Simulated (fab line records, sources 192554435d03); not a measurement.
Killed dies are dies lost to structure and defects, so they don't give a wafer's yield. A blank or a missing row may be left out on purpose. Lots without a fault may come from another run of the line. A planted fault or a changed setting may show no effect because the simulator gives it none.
Which tool did it? | flow n5_finfet | 11 lots, 30 wafers sampled, at 2 steps of a route of 1938

WHAT THE GAUGES READ, wafer by wafer
N5_BEOL_M4_RC_MEAS_101. Usual: DIBL_N 36.0 mV/V, standard deviation 1.9; DIBL_P 35.6 mV/V, standard deviation 2.4; IOFF_N 0.16 nA/um, standard deviation 0.036; IOFF_P 0.21 nA/um, standard deviation 0.04; ION_N 673 uA/um, standard deviation 14; ION_P 460 uA/um, standard deviation 8.9; SS_N 71.5 mV/dec, standard deviation 0.67; SS_P 73.2 mV/dec, standard deviation 0.73; VT_N 249 mV, standard deviation 3.6; VT_P -250 mV, standard deviation 3.7.
lot  | measured     | on        | DIBL_N (mV/V)  | DIBL_P (mV/V)  | IOFF_N (nA/um) | IOFF_P (nA/um) | ION_N (uA/um) | ION_P (uA/um) | SS_N (mV/dec)  | SS_P (mV/dec)  | VT_N (mV)   | VT_P (mV)      | flag
L821 | day 8 01:23  | prober-02 | 35.0 31.5 34.7 | 35.2 31.6 35.5 | 0.15 0.10 0.14 | 0.16 0.12 0.16 | 683 661 668   | 458 449 456   | 72.3 70.8 71.4 | 72.4 71.6 72.9 | 252 259 252 | -255 -261 -256 |
L823 | day 8 21:08  | prober-02 | 34.4 36.4      | 32.6 34.7      | 0.13 0.14      | 0.18 0.20      | 668 657       | 460 455       | 70.8 71.3      | 73.0 73.0      | 253 256     | -249 -248      |
L830 | day 10 05:46 | prober-01 | 36.5 36.0 36.5 | 35.0 36.1 35.3 | 0.15 0.15 0.16 | 0.19 0.20 0.19 | 648 683 658   | 445 468 447   | 72.1 71.6 71.5 | 73.2 72.8 73.2 | 252 249 249 | -253 -253 -251 |
L832 | day 10 15:28 | prober-01 | 37.1 40.2 37.7 | 36.9 39.4 37.0 | 0.19 0.22 0.19 | 0.23 0.28 0.22 | 683 673 681   | 465 464 464   | 71.3 71.7 71.9 | 74.6 74.8 74.1 | 246 246 247 | -250 -246 -247 |
L833 | day 11 06:26 | prober-01 | 37.0 33.4 35.2 | 37.4 31.9 34.6 | 0.19 0.10 0.15 | 0.23 0.16 0.19 | 686 642 674   | 465 451 461   | 71.6 70.7 70.6 | 73.4 71.4 73.1 | 245 256 249 | -247 -256 -252 |
L835 | day 11 07:03 | prober-01 | 35.7 38.1 35.8 | 35.6 37.6 35.8 | 0.18 0.21 0.17 | 0.18 0.20 0.18 | 687 684 689   | 467 460 460   | 71.5 72.3 71.5 | 73.8 73.6 73.9 | 246 246 246 | -254 -252 -252 |
L836 | day 11 23:18 | prober-02 | 37.0 29.9 36.2 | 35.8 26.3 34.4 | 0.16 0.08 0.14 | 0.21 0.11 0.19 | 688 658 670   | 469 453 457   | 72.1 68.8 71.8 | 74.6 71.2 73.5 | 249 255 251 | -250 -257 -250 |
L837 | day 12 02:20 | prober-02 | 35.5 37.0      | 37.5 38.7      | 0.16 0.18      | 0.23 0.23      | 687 684       | 473 469       | 71.1 71.7      | 72.7 73.9      | 245 246     | -248 -248      |
L838 | day 12 17:22 | prober-02 | 31.0 36.8      | 30.6 37.6      | 0.10 0.19      | 0.15 0.26      | 662 685       | 456 464       | 69.6 71.5      | 72.0 73.7      | 257 245     | -254 -248      |
L841 | day 12 22:08 | prober-01 | 33.6 33.4 35.7 | 33.4 34.0 36.4 | 0.13 0.12 0.15 | 0.21 0.21 0.25 | 656 667 667   | 457 469 461   | 71.0 70.7 72.1 | 73.3 72.3 74.2 | 249 253 248 | -245 -245 -247 |
L842 | day 13 07:47 | prober-02 | 38.9 36.5 37.4 | 38.7 34.8 36.9 | 0.20 0.15 0.17 | 0.23 0.17 0.20 | 689 670 668   | 460 447 459   | 71.7 71.3 72.0 | 74.6 73.3 73.7 | 243 250 247 | -252 -254 -252 |

N5_BEOL_M15_RS_MEAS_54: measures by four-point-probe. Usual: M15_RS 0.0218 ohm/sq, standard deviation 0.00037.
lot  | measured     | on            | M15_RS (ohm/sq)      | flag
L821 | day 11 18:20 | film_metro-01 | 0.0221 0.0218 0.0218 |
L823 | day 12 08:44 | film_metro-02 | 0.0223 0.0217        |
L830 | day 13 13:44 | film_metro-02 | 0.0216 0.0223 0.0223 |
L832 | day 13 21:28 | film_metro-01 | 0.0215 0.0216 0.0222 |
L833 | day 14 20:40 | film_metro-01 | 0.0221 0.0219 0.0208 |
L835 | day 14 19:33 | film_metro-01 | 0.0221 0.0222 0.0220 |
L836 | day 15 12:19 | film_metro-02 | 0.0222 0.0221 0.0221 |
L837 | day 15 13:02 | film_metro-02 | 0.0212 0.0222        |
L838 | day 16 03:35 | film_metro-01 | 0.0217 0.0223        |
L841 | day 16 10:23 | film_metro-02 | 0.0214 0.0216 0.0223 |
L842 | day 16 20:25 | film_metro-02 | 0.0215 0.0213 0.0221 |

WHICH TOOL RAN EACH LOT (tool, then ch and the chambers of the sampled wafers, then the start)
The record holds no process step before these readings.

WHAT THE TOOLS THEMSELVES READ (means of the sampled wafers that have a number; where no wafer has one, the mark that the record gives instead)
The record holds no such reading with a usual standard deviation.

THE ANSWER, worked out from the rows above alone
Rule: a lot is off if the mean of its wafers that have a number lies more than 3 standard deviations from the usual mean. A lot without any number at a reading at which 4 lots or more have one is off too. The other lots that the step has rows for count as sound. The gauges are gone through in route order, then the tools' own readings, and for those a lot's mean is taken as printed above. The first step at which some lot is off is used, and at that step the reading that is off furthest; a lot without a number counts as furthest.
No lot is off at any reading shown: from this, nothing can be told.

WHAT THE SIMULATOR HAD PUT IN
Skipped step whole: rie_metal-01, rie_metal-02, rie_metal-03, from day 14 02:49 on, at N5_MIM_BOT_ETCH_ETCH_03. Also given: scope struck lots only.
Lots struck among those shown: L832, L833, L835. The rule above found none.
